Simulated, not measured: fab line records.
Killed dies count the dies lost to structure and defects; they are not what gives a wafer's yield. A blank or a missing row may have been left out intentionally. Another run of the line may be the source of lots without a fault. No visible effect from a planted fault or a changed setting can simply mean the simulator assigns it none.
Matching of chambers || flow nand harc || NHARC_P_CONTACT_CMP_24 on cmp-04: 4 sister chambers
The step polishes, t overpolish 30 s, target thk 200 nm. 20 wafers are shown with their chamber, then 10 later ones without.

## WAFERS PAIRED WITH THEIR CHAMBERS
{"wafer": "L075.1", "chamber": 3, "motor current A (A)": 11.1, "time to endpoint s (s)": 38.6, "overpolish run s (s)": 30.010}
{"wafer": "L075.2", "chamber": 1, "motor current A (A)": 11.9, "time to endpoint s (s)": 37.4, "overpolish run s (s)": 30.005}
{"wafer": "L075.4", "chamber": 2, "motor current A (A)": 12.2, "time to endpoint s (s)": 35.4, "overpolish run s (s)": 30.028}
{"wafer": "L082.1", "chamber": 2, "motor current A (A)": 11.7, "time to endpoint s (s)": 38.0, "overpolish run s (s)": 29.994}
{"wafer": "L082.2", "chamber": 1, "motor current A (A)": 12.6, "time to endpoint s (s)": 38.8, "overpolish run s (s)": 30.002}
{"wafer": "L082.3", "chamber": 3, "motor current A (A)": 10.2, "time to endpoint s (s)": 43.8, "overpolish run s (s)": 30.004}
{"wafer": "L082.4", "chamber": 0, "motor current A (A)": 12.3, "time to endpoint s (s)": 40.8, "overpolish run s (s)": 29.997}
{"wafer": "L082.5", "chamber": 3, "motor current A (A)": 10.6, "time to endpoint s (s)": 44.7, "overpolish run s (s)": 29.994}
{"wafer": "L082.6", "chamber": 0, "motor current A (A)": 12.3, "time to endpoint s (s)": 39.3, "overpolish run s (s)": 30.006}
{"wafer": "L083.1", "chamber": 0, "motor current A (A)": 12.9, "time to endpoint s (s)": 41.0, "overpolish run s (s)": 29.992}
{"wafer": "L083.5", "chamber": 2, "motor current A (A)": 11.5, "time to endpoint s (s)": 40.5, "overpolish run s (s)": 30.007}
{"wafer": "L083.6", "chamber": 3, "motor current A (A)": 10.3, "time to endpoint s (s)": 46.5, "overpolish run s (s)": 30.015}
{"wafer": "L089.1", "chamber": 0, "motor current A (A)": 12.0, "time to endpoint s (s)": 37.8, "overpolish run s (s)": 30.000}
{"wafer": "L089.2", "chamber": 2, "motor current A (A)": 11.4, "time to endpoint s (s)": 36.5, "overpolish run s (s)": 30.003}
{"wafer": "L089.6", "chamber": 3, "motor current A (A)": 11.4, "time to endpoint s (s)": 39.2, "overpolish run s (s)": 30.006}
{"wafer": "L090.2", "chamber": 0, "motor current A (A)": 12.3, "time to endpoint s (s)": 39.4, "overpolish run s (s)": 29.987}
{"wafer": "L090.4", "chamber": 3, "motor current A (A)": 11.2, "time to endpoint s (s)": 40.9, "overpolish run s (s)": 30.004}
{"wafer": "L090.6", "chamber": 1, "motor current A (A)": 12.7, "time to endpoint s (s)": 39.3, "overpolish run s (s)": 29.990}
{"wafer": "L092.3", "chamber": 2, "motor current A (A)": 12.2, "time to endpoint s (s)": 38.3, "overpolish run s (s)": 29.996}
{"wafer": "L092.4", "chamber": 0, "motor current A (A)": 11.6, "time to endpoint s (s)": 40.4, "overpolish run s (s)": 29.999}

SIGNATURES (means of the wafers above)
{"reading": "motor current A", "chamber 0": 12.233, "chamber 1": 12.400, "chamber 2": 11.800, "chamber 3": 10.800, "scatter within a chamber": 0.443}
{"reading": "time to endpoint s", "chamber 0": 39.783, "chamber 1": 38.500, "chamber 2": 37.740, "chamber 3": 42.283, "scatter within a chamber": 2.17}
{"reading": "overpolish run s", "chamber 0": 29.99683, "chamber 1": 29.99900, "chamber 2": 30.00560, "chamber 3": 30.00550, "scatter within a chamber": 0.00912}
Rule: for a wafer and a chamber, the distance is found by dividing, reading by reading, the gap between the wafer's reading and the chamber's mean by the reading's scatter, squaring, summing and taking the root. The wafer belongs to the nearest chamber; if the next one is less than 2 further off, it can't be placed. The scatter is the square root of a quotient: the sum, over the shown wafers, of each reading's squared deviation from its chamber's mean, divided by wafers minus chambers.

## WAFERS WITH NO CHAMBER GIVEN
{"wafer": "L092.5", "motor current A (A)": 12.1, "time to endpoint s (s)": 41.6, "overpolish run s (s)": 30.004}
{"wafer": "L093.2", "motor current A (A)": 12.1, "time to endpoint s (s)": 40.2, "overpolish run s (s)": 30.004}
{"wafer": "L093.3", "motor current A (A)": 11.1, "time to endpoint s (s)": 41.3, "overpolish run s (s)": 30.007}
{"wafer": "L093.5", "motor current A (A)": 12.7, "time to endpoint s (s)": 39.0, "overpolish run s (s)": 30.005}
{"wafer": "L096.1", "motor current A (A)": 10.2, "time to endpoint s (s)": 41.2, "overpolish run s (s)": 29.993}
{"wafer": "L096.2", "motor current A (A)": 12.1, "time to endpoint s (s)": 38.8, "overpolish run s (s)": 29.989}
{"wafer": "L096.5", "motor current A (A)": 12.3, "time to endpoint s (s)": 38.5, "overpolish run s (s)": 30.010}
{"wafer": "L096.3", "motor current A (A)": 11.7, "time to endpoint s (s)": 37.2, "overpolish run s (s)": 30.011}
{"wafer": "L096.4", "motor current A (A)": 11.9, "time to endpoint s (s)": 39.0, "overpolish run s (s)": 30.017}
{"wafer": "L096.6", "motor current A (A)": 10.4, "time to endpoint s (s)": 40.2, "overpolish run s (s)": 29.988}

## WHICH CHAMBER EACH WENT THROUGH
{"wafer": "L092.5", "from the rows above": "can't be placed: 0 or 1 or 2 or 3", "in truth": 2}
{"wafer": "L093.2", "from the rows above": "can't be placed: 0 or 1 or 2", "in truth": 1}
{"wafer": "L093.3", "from the rows above": "can't be placed: 3 or 2", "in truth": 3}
{"wafer": "L093.5", "from the rows above": "can't be placed: 1 or 0 or 2", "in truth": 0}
{"wafer": "L096.1", "from the rows above": 3, "in truth": 3}
{"wafer": "L096.2", "from the rows above": "can't be placed: 0 or 1 or 2", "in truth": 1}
{"wafer": "L096.5", "from the rows above": "can't be placed: 1 or 2 or 0", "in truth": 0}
{"wafer": "L096.3", "from the rows above": "can't be placed: 2 or 1 or 0", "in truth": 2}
{"wafer": "L096.4", "from the rows above": "can't be placed: 2 or 1 or 0 or 3", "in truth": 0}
{"wafer": "L096.6", "from the rows above": "can't be placed: 3 or 2 or 0", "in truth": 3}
1 of 10 placed correctly. Not placeable from these rows: 9 (in 9, the candidates include the true chamber). Number placed wrongly: 0.
